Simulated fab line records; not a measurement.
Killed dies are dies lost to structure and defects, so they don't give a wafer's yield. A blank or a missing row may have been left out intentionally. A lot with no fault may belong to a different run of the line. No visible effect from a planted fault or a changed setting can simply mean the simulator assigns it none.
Matching of chambers / flow nand-harc / 4 sister chambers for NHARC_P_BONDPAD_ACTIVATE_29 on rie-diel-09
The step chemistry N2, time 60 s. 16 wafers are shown with their chamber, then 7 later ones without.

EACH WAFER AND ITS CHAMBER
wafer=L128.4; chamber=1; drypump-motor-current-A (A)=5.0; oes-product-au (a.u.)=1.002; rf-vpp-V (V)=65.0
wafer=L128.5; chamber=0; drypump-motor-current-A (A)=5.7; oes-product-au (a.u.)=1.000; rf-vpp-V (V)=63.7
wafer=L128.6; chamber=3; drypump-motor-current-A (A)=6.2; oes-product-au (a.u.)=0.997; rf-vpp-V (V)=64.4
wafer=L133.1; chamber=0; drypump-motor-current-A (A)=5.7; oes-product-au (a.u.)=1.010; rf-vpp-V (V)=64.4
wafer=L133.2; chamber=2; drypump-motor-current-A (A)=5.7; oes-product-au (a.u.)=1.002; rf-vpp-V (V)=63.2
wafer=L133.6; chamber=1; drypump-motor-current-A (A)=5.0; oes-product-au (a.u.)=1.006; rf-vpp-V (V)=64.3
wafer=L134.1; chamber=3; drypump-motor-current-A (A)=6.2; oes-product-au (a.u.)=1.002; rf-vpp-V (V)=65.1
wafer=L134.2; chamber=2; drypump-motor-current-A (A)=5.7; oes-product-au (a.u.)=1.001; rf-vpp-V (V)=64.5
wafer=L134.3; chamber=0; drypump-motor-current-A (A)=5.7; oes-product-au (a.u.)=1.008; rf-vpp-V (V)=64.5
wafer=L135.3; chamber=0; drypump-motor-current-A (A)=5.7; oes-product-au (a.u.)=1.000; rf-vpp-V (V)=63.1
wafer=L135.4; chamber=0; drypump-motor-current-A (A)=5.7; oes-product-au (a.u.)=1.014; rf-vpp-V (V)=64.0
wafer=L135.6; chamber=2; drypump-motor-current-A (A)=5.7; oes-product-au (a.u.)=0.993; rf-vpp-V (V)=64.1
wafer=L138.1; chamber=0; drypump-motor-current-A (A)=5.7; oes-product-au (a.u.)=1.017; rf-vpp-V (V)=63.3
wafer=L138.4; chamber=1; drypump-motor-current-A (A)=5.0; oes-product-au (a.u.)=0.998; rf-vpp-V (V)=63.2
wafer=L138.5; chamber=1; drypump-motor-current-A (A)=5.0; oes-product-au (a.u.)=1.012; rf-vpp-V (V)=65.0
wafer=L142.4; chamber=2; drypump-motor-current-A (A)=5.8; oes-product-au (a.u.)=0.996; rf-vpp-V (V)=64.8

SIGNATURES, as means of the wafers listed above
reading=drypump-motor-current-A; chamber 0=5.700; chamber 1=5.000; chamber 2=5.725; chamber 3=6.200; scatter within a chamber=0.025
reading=oes-product-au; chamber 0=1.00817; chamber 1=1.00450; chamber 2=0.99800; chamber 3=0.99950; scatter within a chamber=0.00593
reading=rf-vpp-V; chamber 0=63.833; chamber 1=64.375; chamber 2=64.150; chamber 3=64.750; scatter within a chamber=0.677
Rule: for each reading, subtract the chamber's mean from the wafer's reading, divide by that reading's scatter and square the result; add these up over the readings and take the root, which gives the wafer's distance from the chamber. If the next closest chamber is less than 2 further off than the closest, the wafer can't be placed; otherwise it belongs to the closest. The scatter: take each reading less its chamber's mean, square it, sum over the shown wafers, divide by the number of wafers less the number of chambers, and take the root.

WAFERS MISSING THEIR CHAMBER
wafer=L142.5; drypump-motor-current-A (A)=5.7; oes-product-au (a.u.)=1.004; rf-vpp-V (V)=63.1
wafer=L142.6; drypump-motor-current-A (A)=6.3; oes-product-au (a.u.)=0.997; rf-vpp-V (V)=64.5
wafer=L141.5; drypump-motor-current-A (A)=5.0; oes-product-au (a.u.)=0.997; rf-vpp-V (V)=64.1
wafer=L141.6; drypump-motor-current-A (A)=5.7; oes-product-au (a.u.)=0.998; rf-vpp-V (V)=65.2
wafer=L151.1; drypump-motor-current-A (A)=6.3; oes-product-au (a.u.)=1.003; rf-vpp-V (V)=63.5
wafer=L151.2; drypump-motor-current-A (A)=5.7; oes-product-au (a.u.)=0.995; rf-vpp-V (V)=63.9
wafer=L151.6; drypump-motor-current-A (A)=5.0; oes-product-au (a.u.)=0.991; rf-vpp-V (V)=65.0

WHICH CHAMBER EACH ONE RAN IN
wafer=L142.5; from the rows above=can't be placed: 0 or 2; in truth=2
wafer=L142.6; from the rows above=3; in truth=3
wafer=L141.5; from the rows above=1; in truth=1
wafer=L141.6; from the rows above=can't be placed: 2 or 0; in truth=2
wafer=L151.1; from the rows above=3; in truth=3
wafer=L151.2; from the rows above=can't be placed: 2 or 0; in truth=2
wafer=L151.6; from the rows above=1; in truth=1
Correct placement for 4 of the 7. From these rows, 3 cannot be placed; in 3 the true chamber is one of the candidates. 0 placed wrongly.
